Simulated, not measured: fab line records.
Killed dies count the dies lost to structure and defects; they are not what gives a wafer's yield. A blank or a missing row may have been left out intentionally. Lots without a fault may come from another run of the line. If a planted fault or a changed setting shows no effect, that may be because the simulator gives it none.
Problem report in the 8D (eight disciplines) form, filled by code / flow nandHarc / the parts of the form that need people (team, actions taken, sign-off) are left out

== 1. PROBLEM STATEMENT ==
At NHARC_P_M2_ETCH_35, runLengthS averages 54.5 s over 6 wafers from 2 lots, while fault-free wafers read 65.2 s, standard deviation 0.53. That is -20 standard deviations from the usual mean.
The step: etches the open film in N2/H2, target depth 40 nm, overetch 12 nm, time 43.94 s.
First observed at day 13 00:22: wafer L315.2, on rieDiel-01. Wafers with a number at this step in the record: 39, from 13 lots. By rule, "out" or "out of limits" means more than 4 standard deviations away from the usual mean. The other wafers with a number count as sound.

== 2. WHAT IT IS AND WHAT IT IS NOT ==
question=which readings at this step; is=runLengthS; is not=chamberPressureMTorr, drypumpMotorCurrentA, oesProductAu, rfVppV, showerheadPlenumPTorr, throttleValvePct
question=which lots; is=L315, L318; is not=L299, L301, L302, L304, L305, L306, L307, L308, L309, L310, L314
question=which wafers of those lots; is=all that have a number; is not=-
question=read on which tools; is=rieDiel-01; is not=rieDiel-03, rieDiel-10
question=when; is=from day 13 00:22; is not=up to then (33 sound wafers)

== 3. THE SUSPECTS, EACH WITH WHAT RULES IT OUT ==
Counting: a tool at any process step up to the reading remains a suspect when it ran all the lots that are out and ran no sound lot after the first of those.
- rieDiel-01 at NHARC_P_M2_ETCH_35 (etches the open film in N2/H2, target depth 40 nm, overetch 12 nm, time 43.94 s): kept. It ran every lot that is out, first L315 (day 13 00:22), and no sound lot after that; its last sound lot up to then is L314 (day 12 13:14). Its own runLengthS readings are out on those wafers.
After counting, what remains is rieDiel-01 at NHARC_P_M2_ETCH_35.

== 4. THE CAUSE (what the simulator had put in) ==
Process parameters drifting: rieDiel-01 at NHARC_P_M2_ETCH_35, beginning at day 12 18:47. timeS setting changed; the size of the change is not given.
After counting, this tool was the only one left.

== 5. SEQUENCE OF EFFECTS, ordered by route ==
Each row: a reading where the mean over the struck wafers with a number is more than 3 standard deviations away from the usual. Only readings whose record carries a usual standard deviation are examined. hours: median over the lots of the time between each lot's start at the first step of this table that gives one and its start at this step. sigmas: the change, counted in usual standard deviations.
hours=0; step=NHARC_P_M2_ETCH_35; reading=runLengthS; usual=65.2 s; on struck wafers=54.5; change=-10.7; sigmas=-20
Its process steps:
- NHARC_P_M2_ETCH_35: etches the open film in N2/H2, target depth 40 nm, overetch 12 nm, time 43.94 s.
Later measuring or inspecting steps at which every struck wafer that the step has a row for has a number for every such reading, and none has moved that far: NHARC_P_M2_CD_MEAS_16, NHARC_END_SORT_01.

== 6. WHAT WOULD HAVE CAUGHT IT SOONER ==
First out-of-limits reading in this record: day 13 00:22, which is 6 hours after fault onset at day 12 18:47.
